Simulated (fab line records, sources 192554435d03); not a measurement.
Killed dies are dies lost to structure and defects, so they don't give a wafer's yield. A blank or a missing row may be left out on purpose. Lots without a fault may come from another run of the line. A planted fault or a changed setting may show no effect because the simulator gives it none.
Split-lot experiment | flow n5_finfet | 7 lots, 21 wafers read, on a route of 1938 steps

THE SPLIT
At N5_SD_EPI_N_PEB_07 (peb time 60 s), the setting peb_temp_c was moved away from the recipe's 110 C on 5 of the 21 wafers read, by -2.5% to -1.2%. The other wafers ran this setting at the recipe's value.

FROM THE SPLIT TO THE READING: what the file shows between them, 1 step
- N5_SD_EPI_N_DEVELOP_08: develop time 30 s

THE READING
cd_nm, in nm, at N5_SD_EPI_N_CD_MEAS_09 (target cd 120 nm). Fault-free wafers of this fab line usually give 120.0 nm, standard deviation 0.6 nm.

wafer  | tool, chamber at the split | peb_temp_c as run, C | against the recipe | cd_nm, nm | against lot-mates on the recipe
L076.1 | litho_track-01, 0          | 110                  | recipe             | 119.8     | -
L076.2 | litho_track-01, 0          | 108.7                | -1.2%              | 116.7     | -2.9
L076.5 | litho_track-01, 0          | 110                  | recipe             | 119.4     | -
L077.4 | litho_track-02, 0          | 107.7                | -2.1%              | 114.3     | -6.4
L077.5 | litho_track-02, 0          | 107.7                | -2.1%              | 114.9     | -5.8
L077.6 | litho_track-02, 0          | 110                  | recipe             | 120.7     | -
L082.1 | litho_track-01, 0          | 110                  | recipe             | 119.9     | -
L082.2 | litho_track-01, 0          | 110                  | recipe             | 120.6     | -
L082.5 | litho_track-01, 0          | 110                  | recipe             | 120.7     | -
L084.2 | litho_track-01, 0          | 110                  | recipe             | 120.4     | -
L084.5 | litho_track-01, 0          | 110                  | recipe             | 119.9     | -
L084.6 | litho_track-01, 0          | 110                  | recipe             | 119.3     | -
L089.1 | litho_track-01, 0          | 110                  | recipe             | 120.3     | -
L089.4 | litho_track-01, 0          | 110                  | recipe             | 120.5     | -
L089.6 | litho_track-01, 0          | 107.6                | -2.2%              | 113.2     | -7.2
L093.2 | litho_track-02, 0          | 110                  | recipe             | 120.5     | -
L093.4 | litho_track-02, 0          | 110                  | recipe             | 120.3     | -
L093.5 | litho_track-02, 0          | 110                  | recipe             | 120.5     | -
L094.1 | litho_track-02, 0          | 110                  | recipe             | 120.4     | -
L094.2 | litho_track-02, 0          | 107.3                | -2.5%              | 112.6     | -8.1
L094.4 | litho_track-02, 0          | 110                  | recipe             | 120.9     | -

THE FIT
A straight line over all 21 wafers: cd_nm changes by +2.97 nm for each +1% of peb_temp_c; r = +0.98; the points scatter about the line by 0.49 nm.
The same after taking each lot's own level away (the mean of its wafers on the recipe; 21 wafers): +3.09 nm for each +1%; r = +0.99; scatter 0.37 nm.
On that fit, the largest move of peb_temp_c shifts the reading by 7.6 nm.
The lots' own levels span 119.60 to 120.70 nm, that is 1.8 times the standard deviation above.
So the lot-to-lot level changes the slope little: the two slopes agree.
Check: with one of the wafers moved furthest among these (-2.5%) left out of the fit, the line predicts -7.36 nm for it against its lot-mates. It came out at -8.05 nm against them.

OTHER SPLITS ON THESE WAFERS
These wafers also went through other splits before the reading. Each is held against what the fit with the lots' levels taken away leaves over:
other split on the same wafers          | wafers away from the commonest value | r with cd_nm (lot level and that fit taken away)
N5_ZERO_LAYER_EXPOSE_08 dose_mj         | 10                                   | -0.19
N5_ZERO_LAYER_DEVELOP_10 develop_time_s | 6                                    | -0.06
N5_FIN_SAQP_PEB_14 peb_time_s           | 6                                    | -0.03
N5_FIN_SAQP_FIN_ETCH_36 icp_w           | 7                                    | -0.06
N5_DUMMY_GATE_HM_DEP_06 time_s          | 9                                    | +0.04
N5_DUMMY_GATE_PECVD_30 time_s           | 4                                    | -0.28

THE WHOLE CHAIN: every reading that the file lists as answering this split, in the file's order
step                   | what it does                                           | reading                                                         | change (the file's fit)              | r (the file's)
N5_SD_EPI_N_CD_MEAS_09 | target cd 120 nm                                       | cd_nm                                                           | +3.1 nm for each +1% of the setting  | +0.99
N5_SD_EPI_N_DESCUM_14  | chemistry O2, time 7.9 s                               | SD_EPI_N.cd_nm (the simulator's own value, which no gauge read) | +3.08 nm for each +1% of the setting | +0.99
N5_SD_EPI_N_ETCH_34    | etches SiARC in CF4, target depth 45.5 nm, time 75.8 s | SD_EPI_N.cd_nm (the simulator's own value, which no gauge read) | +3.05 nm for each +1% of the setting | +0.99
N5_SD_EPI_N_ETCH_35    | etches SOC in N2/H2, overetch 108 nm, time 486 s       | SD_EPI_N.cd_nm (the simulator's own value, which no gauge read) | +3.28 nm for each +1% of the setting | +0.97
N5_SD_EPI_N_ETCH_16    | etches SiO2 in CHF3/O2, target depth 5 nm              | SD_EPI_N.cd_nm (the simulator's own value, which no gauge read) | +3.35 nm for each +1% of the setting | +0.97

THE FILE'S OWN FIT
cd_nm changes by +3.1 nm for each +1% of peb_temp_c, r = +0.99.
